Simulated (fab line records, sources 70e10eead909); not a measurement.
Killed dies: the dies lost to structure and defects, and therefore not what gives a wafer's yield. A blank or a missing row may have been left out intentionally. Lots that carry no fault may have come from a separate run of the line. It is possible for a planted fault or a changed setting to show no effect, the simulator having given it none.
Matching of chambers || flow nandHarc || NHARC_HYBRID_BOND_ACTIVATE_00 on rieDiel-06: 4 sister chambers
The step chemistry N2, time 60 s. 8 wafers are shown with their chamber, then 7 later ones without.

EACH WAFER AND ITS CHAMBER
{"wafer": "L921.1", "chamber": 2, "showerheadPlenumPTorr (Torr)": 1.74, "oesProductAu (a.u.)": 1.014}
{"wafer": "L921.5", "chamber": 1, "showerheadPlenumPTorr (Torr)": 1.82, "oesProductAu (a.u.)": 0.987}
{"wafer": "L926.2", "chamber": 0, "showerheadPlenumPTorr (Torr)": 1.81, "oesProductAu (a.u.)": 1.005}
{"wafer": "L926.3", "chamber": 1, "showerheadPlenumPTorr (Torr)": 1.81, "oesProductAu (a.u.)": 0.982}
{"wafer": "L933.5", "chamber": 2, "showerheadPlenumPTorr (Torr)": 1.74, "oesProductAu (a.u.)": 1.021}
{"wafer": "L933.6", "chamber": 3, "showerheadPlenumPTorr (Torr)": 1.65, "oesProductAu (a.u.)": 1.003}
{"wafer": "L934.1", "chamber": 0, "showerheadPlenumPTorr (Torr)": 1.81, "oesProductAu (a.u.)": 0.989}
{"wafer": "L934.2", "chamber": 3, "showerheadPlenumPTorr (Torr)": 1.65, "oesProductAu (a.u.)": 1.003}

WAFERS MISSING THEIR CHAMBER
{"wafer": "L934.3", "showerheadPlenumPTorr (Torr)": 1.81, "oesProductAu (a.u.)": 1.001}
{"wafer": "L935.1", "showerheadPlenumPTorr (Torr)": 1.81, "oesProductAu (a.u.)": 1.008}
{"wafer": "L935.2", "showerheadPlenumPTorr (Torr)": 1.65, "oesProductAu (a.u.)": 1.016}
{"wafer": "L935.3", "showerheadPlenumPTorr (Torr)": 1.74, "oesProductAu (a.u.)": 1.030}
{"wafer": "L937.1", "showerheadPlenumPTorr (Torr)": 1.81, "oesProductAu (a.u.)": 1.005}
{"wafer": "L937.4", "showerheadPlenumPTorr (Torr)": 1.81, "oesProductAu (a.u.)": 0.995}
{"wafer": "L937.6", "showerheadPlenumPTorr (Torr)": 1.65, "oesProductAu (a.u.)": 1.007}

CHAMBER TAKEN BY EACH
{"wafer": "L934.3", "from the rows above": 0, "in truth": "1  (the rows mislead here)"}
{"wafer": "L935.1", "from the rows above": 0, "in truth": 0}
{"wafer": "L935.2", "from the rows above": 3, "in truth": 3}
{"wafer": "L935.3", "from the rows above": 2, "in truth": 2}
{"wafer": "L937.1", "from the rows above": 0, "in truth": 0}
{"wafer": "L937.4", "from the rows above": "can't be placed: 0 or 1", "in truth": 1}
{"wafer": "L937.6", "from the rows above": 3, "in truth": 3}
5 of 7 placed correctly. Cannot be placed on the basis of these rows: 1; the candidates contain the true chamber in 1. Number placed wrongly: 1.
How it was worked out, from the rows above alone: a wafer's distance from a chamber is the root of the sum, over the readings, of the square of ((its reading less the chamber's mean) divided by the reading's scatter). If the next closest chamber is less than 2 further off than the closest, the wafer can't be placed; otherwise it belongs to the closest. The mean given for a chamber averages the wafers shown for that chamber. The scatter: take each reading less its chamber's mean, square it, sum over the shown wafers, divide by the number of wafers less the number of chambers, and take the root.
